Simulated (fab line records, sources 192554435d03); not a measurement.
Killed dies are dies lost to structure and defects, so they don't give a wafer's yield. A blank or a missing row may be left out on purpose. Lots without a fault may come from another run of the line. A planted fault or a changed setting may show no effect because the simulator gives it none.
Which tool did it? | flow n5_finfet | 12 lots, 31 wafers sampled, at 6 steps of a route of 1938

WHAT THE GAUGES READ, wafer by wafer
The record holds no reading of a measuring or inspecting step that can be judged against a usual standard deviation.

WHICH TOOL RAN EACH LOT (tool, then ch and the chambers of the sampled wafers, then the start)
lot  | N5_BEOL_M12_DESCUM_33              | N5_BEOL_M12_DEGAS_41         | N5_BEOL_M12_SPUTTER_44       | N5_BEOL_M12_SPUTTER_45       | N5_BEOL_M12_CMP_49            | N5_PASSIVATION_PROBE_49
L198 | rie_diel-02 ch 1,2,3, day 10 18:04 | pvd_sputter-03, day 10 20:38 | pvd_sputter-03, day 10 20:48 | pvd_sputter-03, day 10 20:53 | cmp-04 ch 1,2,3, day 10 21:26 | -
L199 | rie_diel-02 ch 2,3, day 11 00:29   | pvd_sputter-03, day 11 01:50 | pvd_sputter-03, day 11 02:00 | pvd_sputter-03, day 11 02:05 | cmp-02 ch 1,2, day 11 02:45   | -
L201 | rie_diel-01 ch 2,3, day 11 09:06   | pvd_sputter-03, day 11 10:54 | pvd_sputter-03, day 11 11:04 | pvd_sputter-03, day 11 11:08 | cmp-03 ch 0,2, day 11 11:49   | -
L205 | rie_diel-02 ch 0,3, day 12 14:58   | pvd_sputter-03, day 12 16:19 | pvd_sputter-03, day 12 16:29 | pvd_sputter-03, day 12 16:34 | cmp-03 ch 0,1, day 12 17:23   | -
L210 | rie_diel-06 ch 1,2,3, day 13 23:41 | pvd_sputter-01, day 14 02:48 | pvd_sputter-01, day 14 02:58 | pvd_sputter-01, day 14 03:02 | cmp-04 ch 0,2,3, day 14 03:41 | -
L211 | rie_diel-06 ch 2,3, day 14 07:15   | pvd_sputter-01, day 14 09:04 | pvd_sputter-01, day 14 09:15 | pvd_sputter-01, day 14 09:20 | cmp-03 ch 0,1,3, day 14 10:12 | -
L212 | rie_diel-06 ch 0,1, day 14 08:10   | pvd_sputter-01, day 14 09:32 | pvd_sputter-01, day 14 09:43 | pvd_sputter-01, day 14 09:49 | cmp-04 ch 1,2, day 14 10:53   | prober-02, day 16 00:10
L217 | rie_diel-02 ch 0,1, day 15 05:00   | pvd_sputter-03, day 15 08:11 | pvd_sputter-03, day 15 08:22 | pvd_sputter-03, day 15 08:27 | cmp-03 ch 0,1,3, day 15 09:01 | prober-02, day 16 20:38
L215 | rie_diel-02 ch 0,2, day 15 05:29   | pvd_sputter-02, day 15 08:12 | pvd_sputter-02, day 15 08:22 | pvd_sputter-02, day 15 08:26 | cmp-04 ch 2, day 15 09:00     | -
L216 | rie_diel-06 ch 0,3, day 15 08:15   | pvd_sputter-01, day 15 10:44 | pvd_sputter-01, day 15 10:54 | pvd_sputter-01, day 15 10:59 | cmp-03 ch 0,3, day 15 11:33   | -
L214 | rie_diel-01 ch 2,3, day 15 14:22   | pvd_sputter-01, day 15 21:05 | pvd_sputter-01, day 15 21:15 | pvd_sputter-01, day 15 21:20 | cmp-03 ch 0,1, day 15 21:53   | prober-02, day 17 05:29
L218 | rie_diel-02 ch 2, day 16 04:22     | pvd_sputter-02, day 16 06:05 | pvd_sputter-02, day 16 06:14 | pvd_sputter-02, day 16 06:19 | cmp-03 ch 1, day 16 07:02     | -
- N5_BEOL_M12_DESCUM_33: chemistry O2, time 7.9 s.
- N5_BEOL_M12_DEGAS_41: time 60 s.
- N5_BEOL_M12_SPUTTER_44: material Ta, target thk 10 nm, time 16.13 s.
- N5_BEOL_M12_SPUTTER_45: material Cu, target thk 80 nm, time 13.33 s.
- N5_BEOL_M12_CMP_49: polishes, stops on SiOC, t overpolish 20.6 s, target thk 320 nm.
- N5_PASSIVATION_PROBE_49

WHAT THE TOOLS THEMSELVES READ (means of the sampled wafers that have a number; where no wafer has one, the mark that the record gives instead)
N5_BEOL_M12_DESCUM_33.
lot  | tool        | drypump_motor_current_A (A) | oes_product_au (a.u.) | rf_vpp_V (V) | showerhead_plenum_p_Torr (Torr) | throttle_valve_pct (%)
L198 | rie_diel-02 | 5.3                         | 0.80                  | 243.2        | 2.12                            | 20.42
L199 | rie_diel-02 | 5.2                         | 0.80                  | 243.6        | 2.12                            | 20.51
L201 | rie_diel-01 | 6.0                         | 0.83                  | 242.1        | 2.03                            | 20.30
L205 | rie_diel-02 | 5.2                         | 0.81                  | 242.4        | 2.05                            | 20.31
L210 | rie_diel-06 | 5.7                         | 0.79                  | 243.3        | 2.13                            | 20.49
L211 | rie_diel-06 | 5.3                         | 0.81                  | 244.9        | 2.20                            | 20.50
L212 | rie_diel-06 | 5.8                         | 0.79                  | 244.6        | 2.15                            | 20.58
L217 | rie_diel-02 | 5.7                         | 0.77                  | 242.7        | 2.10                            | 20.24
L215 | rie_diel-02 | 5.8                         | 0.78                  | 244.2        | 2.16                            | 20.31
L216 | rie_diel-06 | 5.3                         | 0.81                  | 244.6        | 2.21                            | 20.53
L214 | rie_diel-01 | 6.2                         | 0.81                  | 241.9        | 2.02                            | 20.31
L218 | rie_diel-02 | 5.8                         | 0.77                  | 243.8        | 2.22                            | 20.52

N5_BEOL_M12_DEGAS_41.
lot  | tool           | heater_power_w (W)
L198 | pvd_sputter-03 | 300
L199 | pvd_sputter-03 | 336
L201 | pvd_sputter-03 | 280
L205 | pvd_sputter-03 | 341
L210 | pvd_sputter-01 | 349
L211 | pvd_sputter-01 | 303
L212 | pvd_sputter-01 | 320
L217 | pvd_sputter-03 | 317
L215 | pvd_sputter-02 | 322
L216 | pvd_sputter-01 | 331
L214 | pvd_sputter-01 | 300
L218 | pvd_sputter-02 | 335

N5_BEOL_M12_SPUTTER_44.
lot  | tool           | throttle_valve_pct (%)
L198 | pvd_sputter-03 | 30.8
L199 | pvd_sputter-03 | 30.4
L201 | pvd_sputter-03 | 30.5
L205 | pvd_sputter-03 | 30.4
L210 | pvd_sputter-01 | 27.7
L211 | pvd_sputter-01 | 28.8
L212 | pvd_sputter-01 | 28.4
L217 | pvd_sputter-03 | 30.3
L215 | pvd_sputter-02 | 29.9
L216 | pvd_sputter-01 | 29.2
L214 | pvd_sputter-01 | 28.9
L218 | pvd_sputter-02 | 29.3

N5_BEOL_M12_SPUTTER_45.
lot  | tool           | throttle_valve_pct (%)
L198 | pvd_sputter-03 | 30.7
L199 | pvd_sputter-03 | 30.6
L201 | pvd_sputter-03 | 30.2
L205 | pvd_sputter-03 | 30.6
L210 | pvd_sputter-01 | 27.6
L211 | pvd_sputter-01 | 29.0
L212 | pvd_sputter-01 | 28.3
L217 | pvd_sputter-03 | 30.1
L215 | pvd_sputter-02 | 29.8
L216 | pvd_sputter-01 | 29.3
L214 | pvd_sputter-01 | 28.9
L218 | pvd_sputter-02 | 29.4

N5_BEOL_M12_CMP_49.
lot  | tool   | barrier_field_endpoint_s (s) | motor_current_A (A)
L198 | cmp-04 | 30.8                         | 5.6
L199 | cmp-02 | 27.1                         | 6.0
L201 | cmp-03 | 24.6                         | 6.0
L205 | cmp-03 | 27.9                         | 5.5
L210 | cmp-04 | 30.3                         | 5.8
L211 | cmp-03 | 31.5                         | 5.5
L212 | cmp-04 | 31.4                         | 6.2
L217 | cmp-03 | 31.7                         | 5.6
L215 | cmp-04 | 29.9                         | 6.1
L216 | cmp-03 | 31.0                         | 5.9
L214 | cmp-03 | 29.7                         | 5.6
L218 | cmp-03 | 30.6                         | 5.5

N5_PASSIVATION_PROBE_49.
lot  | tool      | defect_limited_yield (%) | killed_at_M0_to_M3 | killed_at_M4_up | killed_at_contacts | killed_at_front_end | killed_at_other | killed_dies | killed_open | killed_short | sort_bin_5_function (%) | sort_bin_6_memory (%) | sort_n_pass | sort_yield_pct (%)
L212 | prober-02 | 91.7                     | 35                 | 9               | 12                 | 37                  | 5.7             | 98          | 63          | 35           | 4.6                     | 3.3                   | 1082        | 91.7
L217 | prober-02 | 89.8                     | 44                 | 12              | 24                 | 32                  | 8.0             | 121         | 85          | 35           | 6.3                     | 3.6                   | 1059        | 89.8
L214 | prober-02 | 93.9                     | 19                 | 9               | 14                 | 28                  | 1.0             | 72          | 47          | 20           | 3.3                     | 2.5                   | 1108        | 93.9

THE ANSWER, worked out from the rows above alone
Rule: what is usual is taken from the lots themselves. Put in order of their means at a reading, lots are off if they are a third of the lots or fewer, leave a main group of 4 or more, and stand apart from it by a gap of 3 or more times the standard deviation of the main group's means; of several such gaps the widest counts. A main group whose means are all the same, to the digits that the tables above print for the reading, isn't used. A lot without any number at a reading at which 4 lots or more have one is off too. The other lots that the step has rows for count as sound. The gauges are gone through in route order, then the tools' own readings, and for those a lot's mean is taken as printed above. The first step at which some lot is off is used, and at that step the reading that is off furthest; a lot without a number counts as furthest.
No lot is off at any reading shown: from this, nothing can be told.

WHAT THE SIMULATOR HAD PUT IN
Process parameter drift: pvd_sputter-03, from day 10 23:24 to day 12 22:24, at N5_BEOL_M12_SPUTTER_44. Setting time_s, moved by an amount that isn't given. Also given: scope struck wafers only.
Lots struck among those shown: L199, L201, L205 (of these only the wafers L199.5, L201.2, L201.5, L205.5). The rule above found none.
